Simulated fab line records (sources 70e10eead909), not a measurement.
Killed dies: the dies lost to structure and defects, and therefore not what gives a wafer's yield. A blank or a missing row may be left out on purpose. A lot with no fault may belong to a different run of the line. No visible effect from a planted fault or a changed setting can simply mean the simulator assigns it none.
Which tool is to blame? | flow nand_harc | 21 wafers from 7 lots sampled at 4 of the route's 1302 steps

## WHAT THE GAUGES READ, wafer by wafer
NHARC_THIN_TSV_CD_MEAS_12 targets a cd of 1000 nm.
lot  | measured     | on        | cd_nm (nm)
L522 | day 24 17:24 | cd_sem-03 | 1003.0 1003.3 1002.2
L524 | day 25 06:38 | cd_sem-03 | 1000.5 999.4 999.6
L527 | day 27 09:35 | cd_sem-02 | 1001.2 999.0 999.0
L531 | day 28 16:59 | cd_sem-03 | 1003.2 1002.0 1001.7
L532 | day 29 14:17 | cd_sem-02 | 1000.8 1002.6 1001.2
L535 | day 30 15:25 | cd_sem-02 | 999.1 998.5 997.8
L541 | day 33 16:40 | cd_sem-02 | 1002.1 1001.2 1001.3

## TOOL THAT RAN EACH LOT (tool first, then ch and the chambers of the sampled wafers, then the start)
lot  | NHARC_A_BONDPAD_CMP_19        | NHARC_THIN_TSV_DEP_43           | NHARC_THIN_TSV_EXPOSE_09
L522 | cmp-01 ch 0,2,3, day 24 04:23 | pecvd-01 ch 1,2, day 24 16:34   | krf_scanner-01 ch 0, day 24 17:14
L524 | cmp-04 ch 0,2,3, day 24 15:43 | pecvd-03 ch 0,1, day 25 06:02   | krf_scanner-04 ch 0, day 25 06:29
L527 | cmp-04 ch 0,3, day 26 20:11   | pecvd-01 ch 1,2, day 27 08:47   | krf_scanner-04 ch 0, day 27 09:26
L531 | cmp-01 ch 0,3, day 28 01:17   | pecvd-03 ch 0,1,2, day 28 16:16 | krf_scanner-02 ch 0, day 28 16:50
L532 | cmp-03 ch 0,1,2, day 28 23:38 | pecvd-03 ch 0,2, day 29 13:30   | krf_scanner-01 ch 0, day 29 14:08
L535 | cmp-04 ch 0,1,3, day 30 02:29 | pecvd-01 ch 0,1,2, day 30 14:36 | krf_scanner-01 ch 0, day 30 15:16
L541 | cmp-01 ch 1,2, day 33 02:19   | pecvd-03 ch 0,1, day 33 15:52   | krf_scanner-01 ch 0, day 33 16:31
- NHARC_A_BONDPAD_CMP_19: polishes, t overpolish 30 s, cu recess touch 16 s, target thk 169.82 nm.
- NHARC_THIN_TSV_DEP_43: deposits SiO2, target thk 1328.5 nm.
- NHARC_THIN_TSV_EXPOSE_09: exposes mask TSV.

## THE ANSWER, worked out from the rows above alone
Rule: the usual values come from the lots themselves. Put in order of their means at a reading, lots are off if they are a third of the lots or fewer, leave a main group of 4 or more, and stand apart from it by a gap of 3 or more times the standard deviation of the main group's means; of several such gaps the widest counts. The tables above print the reading to a certain number of digits; a main group whose means all agree to those digits is not used. A lot without any number at a reading at which 4 lots or more have one is off too. Where the step has rows for the other lots, those lots are counted as sound.
No lot is off on any of the readings shown, so nothing can be concluded from this.

## WHAT HAD BEEN PUT IN BY THE SIMULATOR
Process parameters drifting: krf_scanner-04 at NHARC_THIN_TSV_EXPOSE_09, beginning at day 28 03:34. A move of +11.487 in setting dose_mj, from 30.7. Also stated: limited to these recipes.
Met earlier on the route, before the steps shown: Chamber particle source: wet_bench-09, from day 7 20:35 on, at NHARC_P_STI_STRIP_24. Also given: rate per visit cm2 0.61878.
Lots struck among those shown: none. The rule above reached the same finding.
